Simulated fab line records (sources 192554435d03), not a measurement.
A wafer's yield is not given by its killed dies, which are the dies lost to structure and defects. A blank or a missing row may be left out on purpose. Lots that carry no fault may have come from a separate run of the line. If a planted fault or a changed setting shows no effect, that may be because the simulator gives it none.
Struck lot and sound lot, side by side	flow n5-finfet	17 steps out of a route of 1938
Sound: these wafers, L132.1, L132.2, L132.4. Struck: wafer L141.4; the same lot's L141.5 was not struck, so it is left out; see the end for the cause.
Order at every step that has rows: each side's tool, ch and its chambers, its first start. Under that, the readings that differ: sound wafers	struck wafers	difference of the means	sigmas: that difference in standard deviations of wafers without a fault.
alike: words and numbers the same on both sides, and readings whose means are apart by under 2 such deviations; not compared: readings that were withheld, readings missing a value for some wafer, numbers with overlapping values and no deviation given by the record, and bounds like >300 which may hide the same value.
A row with sigmas, a row that says differs or no value, or rows on one side alone: a step with any of these is where the two part. Non-overlapping numbers with no deviation appear without sigmas and do not part them. A reading missing from all wafers of one side parts the sides only when that side holds two or more wafers.

first, 6 steps without rows for these wafers: N5_BEOL_M5_COAT_22 (resist thk 30 nm); N5_BEOL_M5_EBR_24; N5_BEOL_M5_SOFTBAKE_23 (time 60 s); N5_BEOL_M5_EXPOSE_25 (exposes mask V4, defocus 10 nm); N5_BEOL_M5_PEB_26 (peb time 60 s); N5_BEOL_M5_DEVELOP_27 (develop time 30 s).
N5_BEOL_M5_CD_MEAS_28: target cd 30.6 nm, target cd y 20 nm.
  sound on cd-sem-01 ch 0, day 8 09:28; struck on cd-sem-03 ch 0, day 11 01:45
  alike: cd-nm
N5_BEOL_M5_OVL_MEAS_29:
  sound on overlay-01 ch 0, day 8 09:30; struck on overlay-02 ch 0, day 11 01:48
  alike: V4_OVL
N5_BEOL_M5_INSPECT_30: inspects for defects (brightfield).
  sound on defect-inspect-02, day 8 09:34; struck on defect-inspect-01, day 11 01:50
  alike: raw-defect-count
N5_BEOL_M5_DESCUM_33: chemistry O2, time 7 s.
  sound on rie-diel-04 ch 0,2,3, day 8 09:35; struck on rie-diel-04 ch 2, day 11 01:52
reading	sound	struck	difference	sigmas
rf-hours-counter-h (h)	203 174 62	220	+74	
rf-vpp-V (V)	243.3 244.6 244.8	241.5	-2.7	-2
  alike: bias-power-w, drypump-motor-current-A, oes-product-au, showerhead-plenum-p-Torr, throttle-valve-pct
N5_BEOL_M5_ETCH_75: etches underlayer in N2/H2, target depth 6.5 nm, time 5.2 s.
  sound on rie-diel-04 ch 0,2,3, day 8 09:38; struck on rie-diel-04 ch 2, day 11 01:55
reading	sound	struck	difference	sigmas
rf-hours-counter-h (h)	203 174 62	220	+74	
  alike: drypump-motor-current-A, etch-rf-on-time-s, h2-flow-sccm, oes-product-au, rf-vpp-V, showerhead-plenum-p-Torr, throttle-valve-pct
N5_BEOL_M5_ETCH_67: etches SiARC in CF4, target depth 15.6 nm, time 26 s.
  sound on rie-diel-04 ch 0,2,3, day 8 09:38; struck on rie-diel-04 ch 2, day 11 01:55
reading	sound	struck	difference	sigmas
rf-hours-counter-h (h)	203 174 62	220	+74	
  alike: drypump-motor-current-A, etch-rf-on-time-s, oes-product-au, rf-vpp-V, showerhead-plenum-p-Torr, throttle-valve-pct
N5_BEOL_M5_ETCH_68: etches SOC in N2/H2, target depth 80 nm, overetch 16 nm, time 120 s.
  sound on rie-diel-04 ch 0,2,3, day 8 09:40; struck on rie-diel-04 ch 2, day 11 01:57
reading	sound	struck	difference	sigmas
rf-hours-counter-h (h)	203 174 62	220	+74	
model.SiARC_of_BEOL_M5_COAT_66.thk-nm (nm)	6.6 6.6 6.4	8.2	+1.7	
model.BEOL_M5.cd-nm (nm)	27.8 28 28.2	27.6	-0.4	
  alike: drypump-motor-current-A, h2-flow-sccm, oes-product-au, rf-vpp-V, showerhead-plenum-p-Torr, throttle-valve-pct
then, 2 steps without rows for these wafers: N5_BEOL_M5_STRIP_69 (strips in N2/H2); N5_BEOL_M5_STRIP_76 (strips in N2/H2).
N5_BEOL_M5_VIA_ETCH_34: etches SiCOH lowk in C4F6/O2, target depth 88.3 nm, time 39.2 s.
  sound on rie-diel-04 ch 0,2,3, day 8 09:46; struck on rie-diel-04 ch 2, day 11 02:03
reading	sound	struck	difference	sigmas
rf-hours-counter-h (h)	203 174 62	220	+74	
model.BEOL_M5.cd-nm (nm)	28 28.2 28.4	27.6	-0.6	
  alike: drypump-motor-current-A, oes-product-au, rf-vpp-V, showerhead-plenum-p-Torr, throttle-valve-pct
then, 1 step without rows for these wafers: N5_BEOL_M5_STRIP_85 (strips in C4F6/O2).

== WHERE THEY PART ==
Only at N5_BEOL_M5_DESCUM_33, as far as this record shows. Later steps at which nothing parts them and some readings are alike: N5_BEOL_M5_ETCH_75, N5_BEOL_M5_ETCH_67, N5_BEOL_M5_ETCH_68, N5_BEOL_M5_VIA_ETCH_34.

WHY: what the simulator had put in
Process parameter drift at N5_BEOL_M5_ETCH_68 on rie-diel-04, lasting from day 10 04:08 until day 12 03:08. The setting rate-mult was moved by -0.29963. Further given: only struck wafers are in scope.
